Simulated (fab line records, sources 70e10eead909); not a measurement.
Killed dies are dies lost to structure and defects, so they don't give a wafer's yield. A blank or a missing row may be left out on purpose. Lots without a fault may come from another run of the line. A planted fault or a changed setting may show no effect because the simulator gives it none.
Which tool did it? | flow nand_harc | 12 lots, 36 wafers sampled, at 5 steps of a route of 1159

WHAT THE GAUGES READ, wafer by wafer
NHARC_END_SORT_01. Usual: killed_at_array 27, standard deviation 11; killed_at_other 0.6, standard deviation 0.89; killed_at_periphery 3.0, standard deviation 2.4; killed_dies 31, standard deviation 12; killed_open 3.2, standard deviation 1.6; killed_short 2.0, standard deviation 1.5.
lot  | measured     | on        | killed_at_array | killed_at_other | killed_at_periphery | killed_dies | killed_open | killed_short | flag
L379 | day 23 19:41 | prober-02 | 11 12           | 1 1             | 3 3                 | 15 16       | 3 4         | 1 5          |

WHICH TOOL RAN EACH LOT (tool, then ch and the chambers of the sampled wafers, then the start)
lot  | NHARC_A_CONTACT_DESCUM_47          | NHARC_A_CONTACT_ETCH_49            | NHARC_A_CONTACT_ETCH_111             | NHARC_A_CONTACT_ETCH_117
L364 | rie_diel-05 ch 0,1,2, day 16 04:28 | rie_diel-05 ch 0,2,3, day 16 04:51 | har_cap_etch-03 ch 0,1, day 16 06:04 | har_cap_etch-03 ch 0,1, day 16 06:56
L362 | rie_diel-05 ch 1,2,3, day 16 10:07 | rie_diel-05 ch 0,1,2, day 16 10:20 | har_cap_etch-03 ch 0,1, day 16 11:28 | har_cap_etch-03 ch 0,1, day 16 12:07
L363 | rie_diel-05 ch 1,2, day 16 10:10   | rie_diel-05 ch 0,2,3, day 16 10:33 | har_cap_etch-01 ch 0,1, day 16 12:02 | har_cap_etch-01 ch 0,1, day 16 12:52
L369 | rie_diel-05 ch 0,1,2, day 17 21:55 | rie_diel-05 ch 0,1,2, day 17 22:08 | har_cap_etch-01 ch 0,1, day 17 23:13 | har_cap_etch-01 ch 0,1, day 17 23:51
L371 | rie_diel-13 ch 0,1,2, day 18 08:57 | rie_diel-13 ch 1,2,3, day 18 09:07 | har_cap_etch-02 ch 0,1, day 18 10:11 | har_cap_etch-02 ch 0,1, day 18 10:51
L372 | rie_diel-05 ch 0,3, day 18 20:05   | rie_diel-05 ch 1,2,3, day 18 20:19 | har_cap_etch-01 ch 0,1, day 18 21:27 | har_cap_etch-01 ch 0,1, day 18 22:04
L376 | rie_diel-13 ch 1,2,3, day 19 03:53 | rie_diel-13 ch 1,2,3, day 19 04:04 | har_cap_etch-03 ch 0,1, day 19 06:35 | har_cap_etch-03 ch 0,1, day 19 07:26
L374 | rie_diel-13 ch 2,3, day 19 14:33   | rie_diel-13 ch 1,2, day 19 14:46   | har_cap_etch-01 ch 0,1, day 19 15:52 | har_cap_etch-01 ch 0,1, day 19 16:31
L373 | rie_diel-02 ch 1,2,3, day 19 18:52 | rie_diel-02 ch 0,1,2, day 19 19:05 | har_cap_etch-01 ch 0,1, day 19 20:11 | har_cap_etch-01 ch 0,1, day 19 20:49
L379 | rie_diel-13 ch 0,3, day 20 10:58   | rie_diel-13 ch 2,3, day 20 11:10   | har_cap_etch-02 ch 0,1, day 20 12:24 | har_cap_etch-02 ch 0,1, day 20 13:04
L378 | rie_diel-13 ch 0,2,3, day 20 11:07 | rie_diel-13 ch 0,1,2, day 20 11:30 | har_cap_etch-01 ch 0,1, day 20 12:53 | har_cap_etch-01 ch 0,1, day 20 13:32
L385 | rie_diel-05 ch 0,2, day 21 21:08   | rie_diel-05 ch 0,1, day 21 21:22   | har_cap_etch-02 ch 0,1, day 21 22:34 | har_cap_etch-02 ch 0,1, day 21 23:13
- NHARC_A_CONTACT_DESCUM_47: chemistry O2, time 3 s.
- NHARC_A_CONTACT_ETCH_49: etches the open film in N2/H2, target depth 260 nm, time 475.3 s.
- NHARC_A_CONTACT_ETCH_111: etches the open film in C4F8/O2/Ar, time 140 s, target depth 700 nm.
- NHARC_A_CONTACT_ETCH_117: etches the open film in C4F8/O2/Ar, time 94 s, target depth 922 nm.

WHAT THE TOOLS THEMSELVES READ (means of the sampled wafers that have a number; where no wafer has one, the mark that the record gives instead)
NHARC_A_CONTACT_DESCUM_47. Usual: drypump_motor_current_A 5.8 A, standard deviation 0.48; oes_product_au 0.999 a.u., standard deviation 0.01; rf_vpp_V 57.6 V, standard deviation 0.96; showerhead_plenum_p_Torr 1.85 Torr, standard deviation 0.077; throttle_valve_pct 11.312 %, standard deviation 0.0091.
lot  | tool        | drypump_motor_current_A (A) | oes_product_au (a.u.) | rf_vpp_V (V) | showerhead_plenum_p_Torr (Torr) | throttle_valve_pct (%) | flag
L364 | rie_diel-05 | 5.9                         | 1.002                 | 57.8         | 1.80                            | 11.316                 |
L362 | rie_diel-05 | 5.8                         | 1.000                 | 57.8         | 1.87                            | 11.299                 |
L363 | rie_diel-05 | 6.1                         | 0.999                 | 57.8         | 1.81                            | 11.310                 |
L369 | rie_diel-05 | 5.9                         | 1.000                 | 58.0         | 1.80                            | 11.312                 |
L371 | rie_diel-13 | 5.4                         | 1.002                 | 57.0         | 1.85                            | 11.311                 |
L372 | rie_diel-05 | 5.8                         | 0.990                 | 57.9         | 1.92                            | 11.320                 |
L376 | rie_diel-13 | 5.7                         | 1.010                 | 57.6         | 1.89                            | 11.307                 |
L374 | rie_diel-13 | 5.7                         | 0.997                 | 58.4         | 1.85                            | 11.316                 |
L373 | rie_diel-02 | 5.7                         | 1.010                 | 57.1         | 1.94                            | 11.303                 |
L379 | rie_diel-13 | 5.5                         | 1.001                 | 56.7         | 1.88                            | 11.323                 |
L378 | rie_diel-13 | 5.5                         | 1.000                 | 57.5         | 1.85                            | 11.313                 |
L385 | rie_diel-05 | 6.1                         | 1.002                 | 56.3         | 1.79                            | 11.307                 |

NHARC_A_CONTACT_ETCH_49. Usual: drypump_motor_current_A 5.8 A, standard deviation 0.44; h2_flow_sccm 150.0 sccm, standard deviation 0.41; oes_product_au 0.997 a.u., standard deviation 0.01; rf_vpp_V 428.7 V, standard deviation 2.7; showerhead_plenum_p_Torr 1.98 Torr, standard deviation 0.087; throttle_valve_pct 14.171 %, standard deviation 0.0087.
lot  | tool        | drypump_motor_current_A (A) | h2_flow_sccm (sccm) | oes_product_au (a.u.) | rf_vpp_V (V) | showerhead_plenum_p_Torr (Torr) | throttle_valve_pct (%) | flag
L364 | rie_diel-05 | 6.1                         | 149.7               | 0.993                 | 428.0        | 1.99                            | 14.172                 |
L362 | rie_diel-05 | 5.9                         | 150.0               | 1.001                 | 426.4        | 1.91                            | 14.166                 |
L363 | rie_diel-05 | 6.1                         | 150.1               | 0.997                 | 429.0        | 1.99                            | 14.172                 |
L369 | rie_diel-05 | 5.9                         | 150.1               | 0.995                 | 427.3        | 1.91                            | 14.173                 |
L371 | rie_diel-13 | 5.7                         | 149.7               | 1.000                 | 430.7        | 2.01                            | 14.171                 |
L372 | rie_diel-05 | 5.8                         | 150.1               | 0.995                 | 429.1        | 1.99                            | 14.168                 |
L376 | rie_diel-13 | 5.7                         | 149.9               | 1.002                 | 429.9        | 2.01                            | 14.171                 |
L374 | rie_diel-13 | 5.6                         | 149.9               | 0.997                 | 428.2        | 1.97                            | 14.181                 |
L373 | rie_diel-02 | 5.9                         | 149.8               | 0.998                 | 428.8        | 2.01                            | 14.183                 |
L379 | rie_diel-13 | 5.7                         | 74.5                | 1.000                 | 428.4        | 1.71                            | 13.093                 | OFF
L378 | rie_diel-13 | 5.5                         | 74.9                | 1.005                 | 428.5        | 1.70                            | 13.093                 | OFF
L385 | rie_diel-05 | 5.6                         | 150.4               | 1.009                 | 425.8        | 1.89                            | 14.177                 |

THE ANSWER, worked out from the rows above alone
Rule: a lot is off if the mean of its wafers that have a number lies more than 3 standard deviations from the usual mean. A lot without any number at a reading at which 4 lots or more have one is off too. The other lots that the step has rows for count as sound. The gauges are gone through in route order, then the tools' own readings, and for those a lot's mean is taken as printed above. The first step at which some lot is off is used, and at that step the reading that is off furthest; a lot without a number counts as furthest.
Off: L379, L378, at NHARC_A_CONTACT_ETCH_49 (h2_flow_sccm).
A tool fits if, at that step or a process step before it, it ran every lot that is off, and no sound lot after the first of them. One fits: rie_diel-13 at NHARC_A_CONTACT_DESCUM_47 and NHARC_A_CONTACT_ETCH_49. At NHARC_A_CONTACT_DESCUM_47 its last sound lot is L374 (day 19 14:33), its first lot that is off L379 (day 20 10:58): a fault that began between those two fits.

WHAT THE SIMULATOR HAD PUT IN
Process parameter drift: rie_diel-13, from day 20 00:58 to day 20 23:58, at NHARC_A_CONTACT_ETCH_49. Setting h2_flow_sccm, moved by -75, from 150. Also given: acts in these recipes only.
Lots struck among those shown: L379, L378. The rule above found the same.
